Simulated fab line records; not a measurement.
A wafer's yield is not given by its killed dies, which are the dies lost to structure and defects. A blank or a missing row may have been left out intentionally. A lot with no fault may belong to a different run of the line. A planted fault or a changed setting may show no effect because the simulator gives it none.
A lot that was struck, set against a sound lot | flow n5Finfet | 17 steps out of a route of 1938
Sound: these wafers, L404.1, L404.4, L404.6. Struck: wafer L405.6 (left out: L405.3, a lot-mate that was not struck); the cause follows at the end.
For every step that has rows: the tool of each side, followed by ch and its chambers, followed by its first start. Under that, the readings that differ: sound wafers | struck wafers | difference of the means | sigmas: that difference in standard deviations of wafers without a fault.
alike: readings with means less than 2 such deviations apart, plus words and numbers identical on both sides. not compared: withheld readings, readings lacking a value on some wafer, bounds such as >300 that could conceal the same value, and numbers that have no deviation in the record and whose values overlap.
Wherever a step has rows on one side only, a row that says differs or no value, or a row with sigmas, the two part there. Numbers that have no deviation but don't overlap get no sigmas and don't part them. Lack of a reading on every wafer of one side parts them only where that side has two or more wafers.

first, 4 steps without rows for these wafers: N5_HKMG_FIN_SOFTBAKE_07 (time 60 s); N5_HKMG_FIN_EXPOSE_09 (exposes mask NWFM); N5_HKMG_FIN_PEB_10 (peb time 60 s); N5_HKMG_FIN_DEVELOP_11 (develop time 30 s).
N5_HKMG_FIN_CD_MEAS_12 targets a cd of 92.8 nm.
  sound on cdSem-02 ch 0, day 5 22:28; struck on cdSem-01 ch 0, day 6 01:41
  alike: cdNm
N5_HKMG_FIN_OVL_MEAS_13:
  sound on overlay-01 ch 0, day 5 22:29; struck on overlay-02 ch 0, day 6 01:43
  alike: NWFM_OVL
N5_HKMG_FIN_INSPECT_14: inspects for defects (macro).
  sound on defectInspect-01 at day 5 22:31; struck on defectInspect-02 at day 6 01:44
  alike: rawDefectCount
N5_HKMG_FIN_DESCUM_17: chemistry O2, time 7.9 s.
  sound on rieDiel-02 ch 0,2,3, day 5 23:14; struck on rieDiel-02 ch 1, day 6 01:47
  alike: drypumpMotorCurrentA, oesProductAu, rfVppV, showerheadPlenumPTorr, throttleValvePct
  not compared: rfHoursCounterH
N5_HKMG_FIN_ETCH_31: etches SiARC in CF4, target depth 45.5 nm, time 75.8 s.
  sound on rieDiel-02 ch 0,2,3, day 5 23:17; struck on rieDiel-02 ch 1, day 6 01:49
  alike: drypumpMotorCurrentA, etchRfOnTimeS, oesProductAu, rfVppV, showerheadPlenumPTorr, throttleValvePct
  not compared: rfHoursCounterH
N5_HKMG_FIN_ETCH_32: etches SOC in N2/H2, target depth 240 nm, time 300 s.
  sound on rieDiel-02 ch 0,2,3, day 5 23:20; struck on rieDiel-02 ch 1, day 6 01:52
  alike: drypumpMotorCurrentA, oesProductAu, rfVppV, runLengthS, showerheadPlenumPTorr, throttleValvePct
  not compared: rfHoursCounterH
then, 1 step without rows for these wafers: N5_HKMG_FIN_STRIP_33 (strips in N2/H2).
N5_HKMG_FIN_STRIP_34: strips in CF4.
  sound on rieDiel-02 ch 0,2,3, day 5 23:32; struck on rieDiel-02 ch 1, day 6 02:04
  alike: drypumpMotorCurrentA, oesProductAu, rfVppV, showerheadPlenumPTorr, throttleValvePct
  not compared: rfHoursCounterH
N5_HKMG_FIN_ETCH_35: etches SOC in N2/H2, target depth 215.8 nm, time 243.4 s.
  sound on rieDiel-02 ch 0,2,3, day 5 23:33; struck on rieDiel-02 ch 1, day 6 02:05
reading                                  | sound             | struck | difference | sigmas
runLengthS (s)                           | 267.2 266.4 266.2 | 278.6  | +12.0      | +22
model.HKMG_FIN.featureDepthNm (nm)       | 219 220.4 218.6   | 232.6  | +13.3      | 
model.SOC_of_HKMG_FIN_COAT_29.thkNm (nm) | 82.6 81.2 82.6    | 68.4   | -13.7      | 
model.etch.depthNm (nm)                  | 218.9 220.5 218.6 | 232.6  | +13.3      | 
  alike: drypumpMotorCurrentA, oesProductAu, rfVppV, showerheadPlenumPTorr, throttleValvePct
  not compared: rfHoursCounterH
N5_HKMG_FIN_STRIP_92: strips SOC in N2/H2, time 20 s.
  sound on rieDiel-02 ch 0,2,3, day 5 23:41; struck on rieDiel-02 ch 1, day 6 02:14
reading                                  | sound          | struck | difference | sigmas
model.SOC_of_HKMG_FIN_COAT_29.thkNm (nm) | 72.2 70.6 72.2 | 58     | -14        | 
  alike: drypumpMotorCurrentA, oesProductAu, rfVppV, showerheadPlenumPTorr, throttleValvePct
  not compared: rfHoursCounterH
then, 1 step without rows for these wafers: N5_HKMG_FIN_WET_ETCH_18 (etches TiN in SC1, time 55 s, target depth 5.2 nm, rinse time 30 s).
-- the record jumps here: 4 days lie between the struck wafers' starts before and after (it left off in module HKMG_FIN and takes up again in module BEOL_M4, whose first step shown is number 1111 of the route) --
N5_BEOL_M4_RC_MEAS_101:
  sound on prober-02 ch 0, day 10 00:25; struck on prober-01 ch 0, day 10 14:09
reading        | sound          | struck | difference | sigmas
DIBL_N (mV/V)  | 39.7 39.4 38.7 | 35.3   | -4.0       | -2
DIBL_P (mV/V)  | 41.3 41.2 40.3 | 36.1   | -4.8       | -2
IOFF_N (nA/um) | 0.23 0.25 0.21 | 0.14   | -0.09      | -3
IOFF_P (nA/um) | 0.28 0.29 0.26 | 0.20   | -0.08      | -2
SS_N (mV/dec)  | 72.9 72.5 72.3 | 71.1   | -1.5       | -2
VT_N (mV)      | 244 242 246    | 252    | +8         | +3
  alike: ION_N, ION_P, SS_P, VT_P
-- a jump in the record: the struck wafers' starts before and after are 4 days apart (it breaks off in module BEOL_M4 and resumes in module PASSIVATION, where the first step shown is number 1936 of the route) --
N5_PASSIVATION_PROBE_49:
  record: rows for the struck wafers here (prober-02, day 14 23:41), none for the sound ones

WHERE THEY PART
First at N5_HKMG_FIN_ETCH_35; last, within this record, at N5_PASSIVATION_PROBE_49.

WHY: whatever the simulator had introduced
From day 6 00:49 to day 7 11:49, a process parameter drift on rieDiel-02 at N5_HKMG_FIN_ETCH_35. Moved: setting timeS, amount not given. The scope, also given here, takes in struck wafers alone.
